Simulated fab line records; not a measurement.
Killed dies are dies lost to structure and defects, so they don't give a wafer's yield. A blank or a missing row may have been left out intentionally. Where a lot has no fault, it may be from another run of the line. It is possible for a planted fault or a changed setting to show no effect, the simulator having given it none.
Which tool is to blame? + flow n5-finfet + 24 lots, 72 wafers sampled, at 2 steps of a route of 1938

== WHAT THE GAUGES SHOWED, per wafer ==
N5_BEOL_M2_OVL_MEAS_29.
| lot  | measured     | on         | V1_OVL (nm)    |
|------|--------------|------------|----------------|
| L074 | day 6 11:58  | overlay-01 | 0.0 0.6 -0.8   |
| L075 | day 6 16:36  | overlay-02 | 1.0 0.6 0.0    |
| L076 | day 7 02:33  | overlay-01 | 0.2 0.8 0.3    |
| L077 | day 7 08:56  | overlay-02 | 1.4 0.5 1.0    |
| L078 | day 7 18:04  | overlay-01 | 0.0 -0.6 0.2   |
| L079 | day 7 22:06  | overlay-02 | 1.9 1.0 1.4    |
| L080 | day 8 04:04  | overlay-01 | 0.9 0.4 0.2    |
| L081 | day 8 12:36  | overlay-01 | -0.5 0.2 1.1   |
| L082 | day 8 21:34  | overlay-01 | 0.8 0.1 0.7    |
| L083 | day 8 23:05  | overlay-02 | 0.3 0.5 0.7    |
| L084 | day 9 07:48  | overlay-01 | 1.3 0.2 -0.1   |
| L085 | day 9 13:05  | overlay-02 | 1.4 0.0 0.6    |
| L086 | day 9 19:11  | overlay-01 | -0.1 -0.3 0.3  |
| L087 | day 9 20:40  | overlay-01 | 0.2 -0.6 -1.0  |
| L089 | day 10 06:19 | overlay-02 | 1.3 1.9 1.4    |
| L088 | day 10 08:11 | overlay-02 | 1.2 0.4 1.0    |
| L090 | day 10 13:27 | overlay-01 | 0.4 0.4 0.5    |
| L091 | day 11 01:02 | overlay-01 | -0.2 1.2 0.0   |
| L092 | day 11 05:20 | overlay-02 | 0.5 1.0 0.5    |
| L093 | day 11 08:04 | overlay-01 | -0.1 -1.5 -0.4 |
| L094 | day 11 12:12 | overlay-01 | 0.7 1.0 0.7    |
| L095 | day 11 15:25 | overlay-01 | 0.9 0.4 0.1    |
| L096 | day 12 06:30 | overlay-02 | 0.4 1.0 0.5    |
| L097 | day 12 21:10 | overlay-02 | 0.4 0.6 0.6    |

N5_BEOL_M2_INSPECT_30: inspects for defects (brightfield).
| lot  | measured     | on                | raw-defect-count |
|------|--------------|-------------------|------------------|
| L074 | day 6 12:02  | defect-inspect-01 | 420 367 301      |
| L075 | day 6 16:39  | defect-inspect-02 | 341 420 397      |
| L076 | day 7 02:37  | defect-inspect-01 | 382 396 488      |
| L077 | day 7 08:59  | defect-inspect-02 | 594 381 360      |
| L078 | day 7 18:08  | defect-inspect-01 | 265 276 347      |
| L079 | day 7 22:09  | defect-inspect-02 | 295 334 333      |
| L080 | day 8 04:07  | defect-inspect-01 | 338 339 402      |
| L081 | day 8 12:40  | defect-inspect-02 | 614 558 584      |
| L082 | day 8 21:37  | defect-inspect-01 | 324 288 280      |
| L083 | day 8 23:08  | defect-inspect-02 | 285 354 364      |
| L084 | day 9 07:52  | defect-inspect-01 | 393 373 302      |
| L085 | day 9 13:09  | defect-inspect-02 | 275 521 264      |
| L086 | day 9 19:14  | defect-inspect-02 | 523 548 533      |
| L087 | day 9 20:44  | defect-inspect-02 | 403 388 417      |
| L089 | day 10 06:22 | defect-inspect-02 | 430 609 599      |
| L088 | day 10 08:15 | defect-inspect-01 | 412 355 416      |
| L090 | day 10 13:30 | defect-inspect-01 | 403 324 340      |
| L091 | day 11 01:05 | defect-inspect-02 | 280 378 326      |
| L092 | day 11 05:23 | defect-inspect-01 | 294 266 335      |
| L093 | day 11 08:07 | defect-inspect-02 | 336 380 359      |
| L094 | day 11 12:16 | defect-inspect-01 | 328 263 238      |
| L095 | day 11 15:28 | defect-inspect-02 | 397 308 344      |
| L096 | day 12 06:33 | defect-inspect-01 | 415 300 270      |
| L097 | day 12 21:14 | defect-inspect-01 | 349 582 417      |

== EACH LOT AND THE TOOL THAT RAN IT (in order: tool; ch and the chambers of the sampled wafers; start) ==
There is no process step in the record ahead of these readings.

== WHAT THE TOOLS THEMSELVES READ (means of the sampled wafers that have a number; where no wafer has one, the mark that the record gives instead) ==
The record holds no such reading with a usual standard deviation.

== THE ANSWER, worked out from the rows above alone ==
Rule: usual is defined by the lots themselves. Put in order of their means at a reading, lots are off if they are a third of the lots or fewer, leave a main group of 4 or more, and stand apart from it by a gap of 3 or more times the standard deviation of the main group's means; of several such gaps the widest counts. A main group is skipped when, at the precision printed for the reading in the tables above, its means are all equal. A lot without any number at a reading at which 4 lots or more have one is off too. The other lots that the step has rows for count as sound. After the gauges, taken in route order, come the tools' own readings; for these a lot's mean is taken, as printed above. The first step at which some lot is off is used, and at that step the reading that is off furthest; a lot without a number counts as furthest.
No lot is off at any reading shown: from this, nothing can be told.

== WHAT HAD BEEN PUT IN BY THE SIMULATOR ==
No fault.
